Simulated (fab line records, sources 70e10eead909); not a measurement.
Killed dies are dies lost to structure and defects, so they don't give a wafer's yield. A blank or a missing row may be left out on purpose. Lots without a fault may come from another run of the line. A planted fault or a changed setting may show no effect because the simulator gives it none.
Which tool did it? | flow nand_harc | 12 lots, 36 wafers sampled, at 5 steps of a route of 1302

WHAT THE GAUGES READ, wafer by wafer
NHARC_END_SORT_01. Usual: killed_at_array 57, standard deviation 18; killed_at_other 0.9, standard deviation 1.3; killed_at_periphery 3.5, standard deviation 2.2; killed_dies 62, standard deviation 18; killed_open 3.0, standard deviation 1.7; killed_short 2.3, standard deviation 1.5.
lot  | measured     | on        | killed_at_array | killed_at_other | killed_at_periphery | killed_dies | killed_open | killed_short | flag
L114 | day 24 18:43 | prober-01 | 74 95 69        | 0 1 0           | 6 3 2               | 80 99 71    | 5 5 2       | 3 9 0        |
L116 | day 25 15:13 | prober-02 | 74 71 61        | 0 1 1           | 3 3 2               | 77 75 64    | 5 1 3       | 5 3 2        |
L120 | day 27 21:24 | prober-02 | 84 82 81        | 2 1 0           | 1 1 3               | 87 84 84    | 3 4 3       | 1 4 3        |
L119 | day 26 22:14 | prober-01 | 48 49 63        | 1 1 1           | 5 3 3               | 54 53 67    | 3 5 5       | 2 0 1        |
L123 | day 28 04:21 | prober-01 | 103 85 87       | 1 0 0           | 2 3 6               | 106 88 93   | 8 6 4       | 0 1 4        |
L124 | day 29 00:20 | prober-01 | 20 16 21        | 0 1 0           | 3 2 1               | 23 19 22    | 1 3 1       | 1 0 2        |
L125 | day 29 06:38 | prober-02 | 79 91 93        | 0 1 0           | 0 3 2               | 79 95 95    | 3 2 3       | 2 1 1        |
L126 | day 29 05:50 | prober-01 | 56 52 54        | 6 0 1           | 2 2 1               | 64 54 56    | 0 2 2       | 5 2 2        |
L131 | day 30 10:23 | prober-01 | 78 67 63        | 0 0 0           | 1 2 2               | 79 69 65    | 2 3 2       | 2 0 6        |
L128 | day 30 19:10 | prober-02 | 630 633 642     | 0 1 2           | 3 3 2               | 633 637 646 | 1 0 5       | 1 2 2        | OFF
L130 | day 30 18:09 | prober-01 | 630 639 624     | 1 0 1           | 4 6 6               | 635 645 631 | 3 6 4       | 0 1 5        | OFF
L137 | day 33 18:53 | prober-02 | 34 34 48        | 0 0 0           | 3 1 4               | 37 35 52    | 4 1 2       | 3 2 3        |

WHICH TOOL RAN EACH LOT (tool, then ch and the chambers of the sampled wafers, then the start)
lot  | NHARC_A_CHANNEL_HOLE_D2_ETCH_19  | NHARC_A_CHANNEL_HOLE_D2_ETCH_20  | NHARC_A_CHANNEL_FILL_D2_ETCHBACK_19 | NHARC_A_CHANNEL_FILL_D2_ALD_25
L114 | har_etch-02 ch 0,1, day 13 14:02 | har_etch-02 ch 0,1, day 13 14:08 | rie_si-03 ch 0,1,3, day 14 22:14    | ald_hk-03 ch 0,1,2, day 15 11:38
L116 | har_etch-01 ch 0,1, day 14 11:44 | har_etch-01 ch 0,1, day 14 11:51 | rie_si-05 ch 1,2, day 15 16:52      | ald_hk-03 ch 0,1,2, day 16 06:54
L120 | har_etch-02 ch 0,1, day 15 10:40 | har_etch-02 ch 0,1, day 15 10:51 | rie_si-03 ch 1,2, day 16 16:44      | ald_hk-02 ch 0,2,3, day 17 08:12
L119 | har_etch-01 ch 0,1, day 15 10:46 | har_etch-01 ch 0,1, day 15 10:55 | rie_si-02 ch 0,3, day 16 16:44      | ald_hk-04 ch 0,2, day 17 08:50
L123 | har_etch-02 ch 0,1, day 16 12:53 | har_etch-02 ch 0,1, day 16 13:02 | rie_si-02 ch 0,3, day 17 17:15      | ald_hk-02 ch 1,3, day 18 06:21
L124 | har_etch-02 ch 0,1, day 17 15:11 | har_etch-02 ch 0,1, day 17 15:25 | rie_si-03 ch 0,2,3, day 18 22:28    | ald_hk-03 ch 1,2, day 19 11:43
L125 | har_etch-01 ch 1, day 17 16:34   | har_etch-01 ch 1, day 17 16:43   | rie_si-05 ch 2,3, day 18 22:26      | ald_hk-02 ch 1,2, day 19 09:56
L126 | har_etch-02 ch 0,1, day 18 11:02 | har_etch-02 ch 0,1, day 18 11:08 | rie_si-02 ch 0,3, day 19 17:40      | ald_hk-04 ch 1,2,3, day 20 06:59
L131 | har_etch-01 ch 0,1, day 19 23:07 | har_etch-01 ch 0,1, day 19 23:16 | rie_si-03 ch 0,3, day 21 04:38      | ald_hk-04 ch 0,1, day 21 16:41
L128 | har_etch-02 ch 0,1, day 20 00:37 | har_etch-02 ch 0,1, day 20 00:43 | rie_si-02 ch 0,2,3, day 21 04:38    | ald_hk-03 ch 0,2,3, day 21 16:05
L130 | har_etch-01 ch 0,1, day 20 03:16 | har_etch-01 ch 0,1, day 20 03:23 | rie_si-02 ch 0,1,3, day 21 10:23    | ald_hk-03 ch 1,2, day 21 23:13
L137 | har_etch-02 ch 0,1, day 22 21:41 | har_etch-02 ch 0,1, day 22 21:48 | rie_si-02 ch 1,2,3, day 24 03:47    | ald_hk-03 ch 0,1,2, day 24 15:57
- NHARC_A_CHANNEL_HOLE_D2_ETCH_19: etches the open film in C4F8/O2/Ar, time 34.5 s.
- NHARC_A_CHANNEL_HOLE_D2_ETCH_20: etches the open film in C4F8/O2/Ar, time 361.9 s, target depth 1600 nm.
- NHARC_A_CHANNEL_FILL_D2_ETCHBACK_19: etches the open film in HBr/Cl2, target depth 5 nm, time 1.7 s.
- NHARC_A_CHANNEL_FILL_D2_ALD_25: deposits SiOx, target thk 60 nm, pulse time 10 s, ald cycles 600.

WHAT THE TOOLS THEMSELVES READ (means of the sampled wafers that have a number; where no wafer has one, the mark that the record gives instead)
NHARC_A_CHANNEL_HOLE_D2_ETCH_19. Usual: drypump_motor_current_A 5.8 A, standard deviation 0.64; showerhead_plenum_p_Torr 3.74 Torr, standard deviation 0.11; throttle_valve_pct 37.039 %, standard deviation 0.0093.
lot  | tool        | drypump_motor_current_A (A) | showerhead_plenum_p_Torr (Torr) | throttle_valve_pct (%) | flag
L114 | har_etch-02 | 5.8                         | 3.65                            | 37.051                 |
L116 | har_etch-01 | 5.4                         | 3.73                            | 37.042                 |
L120 | har_etch-02 | 5.8                         | 3.63                            | 37.033                 |
L119 | har_etch-01 | 5.4                         | 3.72                            | 37.031                 |
L123 | har_etch-02 | 5.8                         | 3.63                            | 37.036                 |
L124 | har_etch-02 | 5.8                         | 3.91                            | 37.042                 |
L125 | har_etch-01 | 5.9                         | 3.70                            | 37.033                 |
L126 | har_etch-02 | 5.8                         | 3.90                            | 37.042                 |
L131 | har_etch-01 | 5.4                         | 3.69                            | 37.032                 |
L128 | har_etch-02 | 5.8                         | 3.89                            | 37.037                 |
L130 | har_etch-01 | 5.4                         | 3.69                            | 37.033                 |
L137 | har_etch-02 | 6.3                         | 3.79                            | 37.048                 |

NHARC_A_CHANNEL_HOLE_D2_ETCH_20. Usual: drypump_motor_current_A 5.8 A, standard deviation 0.64; showerhead_plenum_p_Torr 3.69 Torr, standard deviation 0.1; throttle_valve_pct 32.153 %, standard deviation 0.0088.
lot  | tool        | drypump_motor_current_A (A) | showerhead_plenum_p_Torr (Torr) | throttle_valve_pct (%) | flag
L114 | har_etch-02 | 5.8                         | 3.61                            | 32.160                 |
L116 | har_etch-01 | 5.4                         | 3.69                            | 32.156                 |
L120 | har_etch-02 | 5.8                         | 3.60                            | 32.153                 |
L119 | har_etch-01 | 5.4                         | 3.68                            | 32.156                 |
L123 | har_etch-02 | 5.8                         | 3.59                            | 32.145                 |
L124 | har_etch-02 | 5.8                         | 3.86                            | 32.158                 |
L125 | har_etch-01 | 6.0                         | 3.66                            | 32.164                 |
L126 | har_etch-02 | 5.8                         | 3.85                            | 32.158                 |
L131 | har_etch-01 | 5.4                         | 3.65                            | 32.149                 |
L128 | har_etch-02 | 5.8                         | 3.84                            | 32.153                 |
L130 | har_etch-01 | 5.4                         | 3.65                            | 32.151                 |
L137 | har_etch-02 | 6.2                         | 3.74                            | 32.156                 |

NHARC_A_CHANNEL_FILL_D2_ETCHBACK_19. Usual: drypump_motor_current_A 5.9 A, standard deviation 0.42; mfc_cl2_sccm 50.00 sccm, standard deviation 0.14; oes_product_au 1.001 a.u., standard deviation 0.011; throttle_valve_pct 26.406 %, standard deviation 0.0089.
lot  | tool      | drypump_motor_current_A (A) | mfc_cl2_sccm (sccm) | oes_product_au (a.u.) | throttle_valve_pct (%) | flag
L114 | rie_si-03 | 6.2                         | 49.98               | 0.997                 | 26.406                 |
L116 | rie_si-05 | 5.5                         | 50.14               | 1.009                 | 26.402                 |
L120 | rie_si-03 | 5.8                         | 50.03               | 0.990                 | 26.397                 |
L119 | rie_si-02 | 5.8                         | 49.99               | 0.997                 | 26.406                 |
L123 | rie_si-02 | 5.7                         | 50.03               | 0.991                 | 26.403                 |
L124 | rie_si-03 | 5.9                         | 50.09               | 1.007                 | 26.411                 |
L125 | rie_si-05 | 6.4                         | 50.01               | 0.999                 | 26.400                 |
L126 | rie_si-02 | 5.7                         | 50.16               | 1.004                 | 26.399                 |
L131 | rie_si-03 | 6.1                         | 50.06               | 0.998                 | 26.401                 |
L128 | rie_si-02 | 5.9                         | 49.97               | 0.746                 | 26.407                 | OFF
L130 | rie_si-02 | 5.6                         | 50.00               | 0.737                 | 26.408                 | OFF
L137 | rie_si-02 | 5.8                         | 49.90               | 1.012                 | 26.398                 |

NHARC_A_CHANNEL_FILL_D2_ALD_25. Usual: heater_power_w 456 W, standard deviation 49; precursor_pulse_height_rel 1.000, standard deviation 0.021.
lot  | tool      | heater_power_w (W) | precursor_pulse_height_rel | flag
L114 | ald_hk-03 | 465                | 1.001                      |
L116 | ald_hk-03 | 471                | 1.004                      |
L120 | ald_hk-02 | 426                | 0.983                      |
L119 | ald_hk-04 | 494                | 1.009                      |
L123 | ald_hk-02 | 421                | 0.999                      |
L124 | ald_hk-03 | 464                | 1.017                      |
L125 | ald_hk-02 | 461                | 1.019                      |
L126 | ald_hk-04 | 448                | 0.991                      |
L131 | ald_hk-04 | 516                | 1.000                      |
L128 | ald_hk-03 | 447                | 0.983                      |
L130 | ald_hk-03 | 417                | 0.999                      |
L137 | ald_hk-03 | 451                | 1.011                      |

THE ANSWER, worked out from the rows above alone
Rule: a lot is off if the mean of its wafers that have a number lies more than 3 standard deviations from the usual mean. A lot without any number at a reading at which 4 lots or more have one is off too. The other lots that the step has rows for count as sound. The gauges are gone through in route order, then the tools' own readings, and for those a lot's mean is taken as printed above. The first step at which some lot is off is used, and at that step the reading that is off furthest; a lot without a number counts as furthest.
Off: L128, L130, at NHARC_END_SORT_01 (killed_at_array).
A tool fits if, at a process step before that reading, it ran every lot that is off, and no sound lot after the first of them. The gauges at NHARC_END_SORT_01 aren't tried: what is off there is off at NHARC_A_CHANNEL_FILL_D2_ETCHBACK_19 too, on other tools, and a gauge's error can't cause that. None of those tried fits.

WHAT THE SIMULATOR HAD PUT IN
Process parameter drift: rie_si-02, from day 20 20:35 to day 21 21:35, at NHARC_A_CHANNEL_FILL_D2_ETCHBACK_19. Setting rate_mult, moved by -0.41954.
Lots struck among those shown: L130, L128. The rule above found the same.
